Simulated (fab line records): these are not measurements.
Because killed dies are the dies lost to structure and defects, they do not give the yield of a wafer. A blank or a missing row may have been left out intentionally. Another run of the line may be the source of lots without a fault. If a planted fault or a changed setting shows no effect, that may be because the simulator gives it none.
Chamber matching ; flow n5 finfet ; 4 sister chambers for N5_GATE_CUT_ETCH_36 on rie diel-01
The step etches SiARC in CF4, target depth 13 nm, time 21.7 s. 22 wafers are shown with their chamber, then 11 later ones without.

== WAFERS PAIRED WITH THEIR CHAMBERS ==
wafer;chamber;drypump motor current A (A);showerhead plenum p Torr (Torr);oes product au (a.u.)
L075.1;0;5.2;2.24;0.66
L075.3;1;5.7;2.10;0.60
L075.5;0;5.1;2.24;0.66
L076.1;0;5.1;2.24;0.65
L076.3;2;5.4;2.17;0.77
L076.5;0;5.1;2.24;0.66
L081.2;1;5.6;2.10;0.59
L081.3;0;5.1;2.23;0.64
L081.5;3;6.4;2.11;0.58
L083.2;1;5.6;2.09;0.58
L083.4;2;5.4;2.16;0.76
L083.5;3;6.3;2.11;0.58
L085.3;1;5.6;2.09;0.59
L085.4;2;5.4;2.16;0.74
L085.6;1;5.6;2.09;0.59
L087.1;2;5.4;2.16;0.75
L087.3;0;5.1;2.23;0.64
L087.6;0;5.1;2.23;0.64
L089.4;2;5.4;2.16;0.74
L089.5;1;5.7;2.09;0.58
L089.6;2;5.4;2.16;0.75
L092.2;3;6.4;2.10;0.57

SIGNATURES (averages over the wafers above)
reading;chamber 0;chamber 1;chamber 2;chamber 3;scatter within a chamber
drypump motor current A;5.114;5.633;5.400;6.367;0.0398
showerhead plenum p Torr;2.2357;2.0933;2.1617;2.1067;0.00503
oes product au;0.6500;0.5883;0.7517;0.5767;0.00953
Rule: distance of a wafer from a chamber = root of the sum over the readings of ((wafer's reading minus chamber's mean) / reading's scatter) squared. The wafer belongs to the nearest chamber; if the next one is less than 2 further off, it can't be placed. The scatter: the root of (the sum of the squares of (reading less its chamber's mean) over the shown wafers, divided by (wafers less chambers)).

== WAFERS WHOSE CHAMBER IS MISSING ==
wafer;drypump motor current A (A);showerhead plenum p Torr (Torr);oes product au (a.u.)
L092.5;5.1;2.23;0.64
L092.6;5.5;2.16;0.73
L093.2;5.4;2.16;0.75
L093.4;6.3;2.10;0.57
L093.5;5.4;2.16;0.73
L095.1;6.3;2.10;0.56
L095.3;5.4;2.16;0.73
L095.4;5.4;2.15;0.74
L096.1;5.1;2.22;0.63
L096.3;5.4;2.15;0.72
L096.4;5.6;2.09;0.84

== THE CHAMBER EACH PASSED THROUGH ==
wafer;from the rows above;in truth
L092.5;0;0
L092.6;2;2
L093.2;2;2
L093.4;3;3
L093.5;2;2
L095.1;3;3
L095.3;2;2
L095.4;2;2
L096.1;0;0
L096.3;2;2
L096.4;2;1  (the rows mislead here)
10 of 11 placed correctly. Left unplaced by these rows: 0. Placed wrongly: 1.
